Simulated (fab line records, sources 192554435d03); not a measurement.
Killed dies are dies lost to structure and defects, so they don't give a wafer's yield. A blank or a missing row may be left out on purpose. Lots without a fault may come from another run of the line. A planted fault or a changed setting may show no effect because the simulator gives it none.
Which tool did it? | flow n5_finfet | 10 lots, 30 wafers sampled, at 5 steps of a route of 1938

WHAT THE GAUGES READ, wafer by wafer
The record holds no reading of a measuring or inspecting step that can be judged against a usual standard deviation.

WHICH TOOL RAN EACH LOT (tool, then ch and the chambers of the sampled wafers, then the start)
lot  | N5_BEOL_M15_STRIP_63                          | N5_BEOL_M15_ETCH_57                | N5_BEOL_M15_ETCH_61                | N5_BEOL_M15_STRIP_37               | N5_PASSIVATION_PROBE_49
L876 | rie_diel-05 ch 1,2,3, day 11 06:07 or earlier | rie_diel-03 ch 0,1,2, day 11 06:07 | rie_diel-05 ch 0,1,2, day 11 07:08 | rie_diel-04 ch 0,1,2, day 11 07:31 | prober-02, day 12 03:08
L878 | rie_diel-05 ch 0,1,3, day 12 01:05 or earlier | rie_diel-05 ch 0,2,3, day 12 01:05 | rie_diel-04 ch 1,2,3, day 12 02:10 | rie_diel-04 ch 0,2,3, day 12 04:52 | -
L881 | rie_diel-05 ch 0,1, day 12 09:31 or earlier   | rie_diel-03 ch 1,2,3, day 12 09:31 | rie_diel-04 ch 2,3, day 12 10:44   | rie_diel-03 ch 1,3, day 12 11:08   | prober-01, day 13 04:53
L884 | rie_diel-03 ch 0,1, day 12 19:59 or earlier   | rie_diel-03 ch 0,3, day 12 19:59   | rie_diel-05 ch 0,1,2, day 12 20:53 | rie_diel-03 ch 0,3, day 12 21:14   | prober-01, day 13 14:34
L890 | rie_diel-05 ch 0,1,2, day 14 23:37 or earlier | rie_diel-03 ch 0,1,2, day 14 23:37 | rie_diel-04 ch 1,3, day 15 00:32   | rie_diel-05 ch 0,2,3, day 15 02:19 | prober-01, day 15 17:04
L893 | rie_diel-05 ch 1,2,3, day 16 05:32 or earlier | rie_diel-03 ch 1,2, day 16 05:32   | rie_diel-03 ch 0,1, day 16 06:26   | rie_diel-03 ch 1,2, day 16 15:28   | -
L896 | rie_diel-03 ch 0,1,3, day 16 09:22 or earlier | rie_diel-05 ch 0,2,3, day 16 09:22 | rie_diel-03 ch 0,1,3, day 16 10:15 | rie_diel-04 ch 1,2,3, day 16 16:58 | -
L895 | rie_diel-04 ch 0,1,2, day 16 21:04 or earlier | rie_diel-03 ch 1,2, day 16 21:04   | rie_diel-05 ch 0,1, day 16 21:59   | rie_diel-05 ch 0,3, day 16 23:53   | -
L897 | rie_diel-04 ch 1,3, day 17 00:13 or earlier   | rie_diel-03 ch 0,2, day 17 00:13   | rie_diel-03 ch 0,1,2, day 17 01:14 | rie_diel-03 ch 1,2,3, day 17 03:05 | -
L898 | rie_diel-05 ch 1,3, day 17 03:01 or earlier   | rie_diel-05 ch 2,3, day 17 03:01   | rie_diel-03 ch 0,1, day 17 03:56   | rie_diel-03 ch 0,3, day 17 07:57   | -
- N5_BEOL_M15_STRIP_63: strips in O2.
- N5_BEOL_M15_ETCH_57: etches SOC in N2/H2, time 750 s.
- N5_BEOL_M15_ETCH_61: etches BARC in N2/H2, target depth 89 nm, overetch 26.7 nm, time 67.9 s.
- N5_BEOL_M15_STRIP_37: strips in O2.
- N5_PASSIVATION_PROBE_49

WHAT THE TOOLS THEMSELVES READ (means of the sampled wafers that have a number; where no wafer has one, the mark that the record gives instead)
N5_BEOL_M15_STRIP_63. Usual: chamber_pressure_mTorr 30.00 mTorr, standard deviation 0.041; drypump_motor_current_A 5.85 A, standard deviation 0.22; oes_product_au 0.80 a.u., standard deviation 0.094; rf_vpp_V 3.6 V, standard deviation 0.66; showerhead_plenum_p_Torr 2.10 Torr, standard deviation 0.086; throttle_valve_pct 16.73 %, standard deviation 0.26.
lot  | tool        | chamber_pressure_mTorr (mTorr) | drypump_motor_current_A (A) | oes_product_au (a.u.) | rf_vpp_V (V) | showerhead_plenum_p_Torr (Torr) | throttle_valve_pct (%) | flag
L876 | rie_diel-05 | 29.99                          | 5.82                        | 0.86                  | 4.1          | 2.10                            | 16.70                  |
L878 | rie_diel-05 | 30.00                          | 5.82                        | 0.88                  | 3.9          | 2.04                            | 16.65                  |
L881 | rie_diel-05 | 30.00                          | 5.72                        | 0.94                  | 3.5          | 2.07                            | 16.49                  |
L884 | rie_diel-03 | 30.01                          | 6.06                        | 0.71                  | 3.4          | 2.05                            | 17.00                  |
L890 | rie_diel-05 | 30.01                          | 5.77                        | 0.88                  | 3.3          | 2.11                            | 16.67                  |
L893 | rie_diel-05 | 29.96                          | 5.82                        | 0.81                  | 3.2          | 2.09                            | 16.75                  |
L896 | rie_diel-03 | 30.00                          | 5.87                        | 0.75                  | 4.3          | 2.09                            | 16.81                  |
L895 | rie_diel-04 | 29.97                          | 5.75                        | 0.76                  | 3.5          | 2.07                            | 16.55                  |
L897 | rie_diel-04 | 30.00                          | 6.14                        | 0.74                  | 3.6          | 2.05                            | 16.87                  |
L898 | rie_diel-05 | 30.02                          | 5.89                        | 0.76                  | 4.2          | 2.01                            | 16.79                  |

N5_BEOL_M15_ETCH_57. Usual: drypump_motor_current_A 5.84 A, standard deviation 0.23; oes_product_au 0.78 a.u., standard deviation 0.085; rf_vpp_V 523.8 V, standard deviation 3; showerhead_plenum_p_Torr 2.55 Torr, standard deviation 0.1; throttle_valve_pct 17.88 %, standard deviation 0.26.
lot  | tool        | drypump_motor_current_A (A) | oes_product_au (a.u.) | rf_vpp_V (V) | showerhead_plenum_p_Torr (Torr) | throttle_valve_pct (%) | flag
L876 | rie_diel-03 | 5.86                        | 0.73                  | 522.5        | 2.52                            | 18.03                  |
L878 | rie_diel-05 | 5.87                        | 0.85                  | 523.5        | 2.54                            | 17.88                  |
L881 | rie_diel-03 | 5.70                        | 0.78                  | 524.7        | 2.58                            | 17.82                  |
L884 | rie_diel-03 | 6.10                        | 0.77                  | 524.3        | 2.57                            | 17.90                  |
L890 | rie_diel-03 | 5.86                        | 0.71                  | 522.9        | 2.51                            | 18.08                  |
L893 | rie_diel-03 | 5.68                        | 0.71                  | 524.6        | 2.55                            | 18.00                  |
L896 | rie_diel-05 | 5.87                        | 0.80                  | 522.8        | 2.52                            | 17.93                  |
L895 | rie_diel-03 | 5.68                        | 0.71                  | 524.2        | 2.54                            | 18.00                  |
L897 | rie_diel-03 | 6.07                        | 0.69                  | 524.4        | 2.53                            | 18.11                  |
L898 | rie_diel-05 | 5.87                        | 0.77                  | 525.6        | 2.58                            | 18.00                  |

N5_BEOL_M15_ETCH_61. Usual: drypump_motor_current_A 5.85 A, standard deviation 0.26; oes_product_au 0.66 a.u., standard deviation 0.068; rf_vpp_V 523.7 V, standard deviation 2.9; showerhead_plenum_p_Torr 2.54 Torr, standard deviation 0.1; throttle_valve_pct 17.95 %, standard deviation 0.28.
lot  | tool        | drypump_motor_current_A (A) | oes_product_au (a.u.) | rf_vpp_V (V) | showerhead_plenum_p_Torr (Torr) | throttle_valve_pct (%) | flag
L876 | rie_diel-05 | 5.77                        | 0.70                  | 524.5        | 2.56                            | 18.01                  |
L878 | rie_diel-04 | 5.96                        | 0.68                  | 523.9        | 2.57                            | 17.84                  |
L881 | rie_diel-04 | 6.02                        | 0.66                  | 524.7        | 2.59                            | 17.99                  |
L884 | rie_diel-05 | 5.77                        | 0.76                  | 524.5        | 2.56                            | 17.87                  |
L890 | rie_diel-04 | 6.13                        | 0.63                  | 521.8        | 2.50                            | 18.10                  |
L893 | rie_diel-03 | 6.05                        | 0.60                  | 521.5        | 2.47                            | 18.28                  |
L896 | rie_diel-03 | 5.88                        | 0.64                  | 522.9        | 2.54                            | 18.07                  |
L895 | rie_diel-05 | 5.77                        | 0.75                  | 522.4        | 2.49                            | 17.86                  |
L897 | rie_diel-03 | 5.86                        | 0.60                  | 523.6        | 2.51                            | 18.21                  |
L898 | rie_diel-03 | 6.04                        | 0.59                  | 522.3        | 2.47                            | 18.30                  |

N5_BEOL_M15_STRIP_37. Usual: chamber_pressure_mTorr 30.00 mTorr, standard deviation 0.034; drypump_motor_current_A 5.85 A, standard deviation 0.23; oes_product_au 0.78 a.u., standard deviation 0.085; rf_vpp_V 3.6 V, standard deviation 0.66; showerhead_plenum_p_Torr 2.10 Torr, standard deviation 0.09; throttle_valve_pct 16.78 %, standard deviation 0.24.
lot  | tool        | chamber_pressure_mTorr (mTorr) | drypump_motor_current_A (A) | oes_product_au (a.u.) | rf_vpp_V (V) | showerhead_plenum_p_Torr (Torr) | throttle_valve_pct (%) | flag
L876 | rie_diel-04 | 30.01                          | 5.70                        | 0.81                  | 2.7          | 2.08                            | 16.50                  |
L878 | rie_diel-04 | 29.98                          | 5.76                        | 0.77                  | 3.7          | 2.09                            | 16.68                  |
L881 | rie_diel-03 | 39.01                          | 5.73                        | 0.84                  | 3.9          | 2.15                            | 16.55                  | OFF
L884 | rie_diel-03 | 39.00                          | 5.95                        | 0.84                  | 4.0          | 2.18                            | 16.61                  | OFF
L890 | rie_diel-05 | 30.00                          | 5.87                        | 0.81                  | 3.3          | 2.09                            | 16.84                  |
L893 | rie_diel-03 | 29.98                          | 5.67                        | 0.72                  | 4.3          | 2.11                            | 16.95                  |
L896 | rie_diel-04 | 30.03                          | 5.94                        | 0.78                  | 3.4          | 2.10                            | 16.66                  |
L895 | rie_diel-05 | 30.00                          | 5.95                        | 0.76                  | 3.6          | 2.01                            | 16.90                  |
L897 | rie_diel-03 | 30.00                          | 5.70                        | 0.76                  | 3.4          | 2.13                            | 16.78                  |
L898 | rie_diel-03 | 30.02                          | 5.96                        | 0.80                  | 3.5          | 2.17                            | 16.67                  |

N5_PASSIVATION_PROBE_49. Usual: defect_limited_yield 91.0 %, standard deviation 1.5; killed_at_M0_to_M3 34, standard deviation 11; killed_at_M4_up 14, standard deviation 5.3; killed_at_contacts 13, standard deviation 7; killed_at_front_end 41, standard deviation 13; killed_at_other 4, standard deviation 3.1; killed_dies 106, standard deviation 17; killed_on_rim 14, standard deviation 3.9; killed_open 70, standard deviation 12; killed_short 35, standard deviation 8; sort_bin_5_function 5.2 %, standard deviation 0.98; sort_bin_6_memory 3.4 %, standard deviation 0.69; sort_n_pass 1074, standard deviation 17; sort_yield_pct 91.0 %, standard deviation 1.5.
lot  | tool      | defect_limited_yield (%) | killed_at_M0_to_M3 | killed_at_M4_up | killed_at_contacts | killed_at_front_end | killed_at_other | killed_dies | killed_on_rim | killed_open | killed_short | sort_bin_5_function (%) | sort_bin_6_memory (%) | sort_n_pass | sort_yield_pct (%) | flag
L876 | prober-02 | 92.9                     | 25                 | 13              | 18                 | 25                  | 3               | 84          | 11            | 61          | 21           | 4.2                     | 2.7                   | 1096        | 92.9               |
L881 | prober-01 | 91.2                     | 40                 | 22              | 10                 | 30                  | 3               | 104         | 14            | 68          | 36           | 4.8                     | 3.8                   | 1076        | 91.2               |
L884 | prober-01 | 91.0                     | 40                 | 22              | 12                 | 30                  | 2               | 106         | 13            | 69          | 37           | 5.2                     | 3.5                   | 1074        | 91.0               |
L890 | prober-01 | 90.6                     | 30                 | 25              | 17                 | 38                  | 2               | 111         | 18            | 75          | 32           | 5.4                     | 3.5                   | 1069        | 90.6               |

THE ANSWER, worked out from the rows above alone
Rule: a lot is off if the mean of its wafers that have a number lies more than 3 standard deviations from the usual mean. A lot without any number at a reading at which 4 lots or more have one is off too. The other lots that the step has rows for count as sound. The gauges are gone through in route order, then the tools' own readings, and for those a lot's mean is taken as printed above. The first step at which some lot is off is used, and at that step the reading that is off furthest; a lot without a number counts as furthest.
Off: L881, L884, at N5_BEOL_M15_STRIP_37 (chamber_pressure_mTorr).
A tool fits if, at that step or a process step before it, it ran every lot that is off, and no sound lot after the first of them. N5_BEOL_M15_STRIP_63 gives no start for some lots, so the hours and the order of its lots are those of N5_BEOL_M15_ETCH_57. None of those tried fits.

WHAT THE SIMULATOR HAD PUT IN
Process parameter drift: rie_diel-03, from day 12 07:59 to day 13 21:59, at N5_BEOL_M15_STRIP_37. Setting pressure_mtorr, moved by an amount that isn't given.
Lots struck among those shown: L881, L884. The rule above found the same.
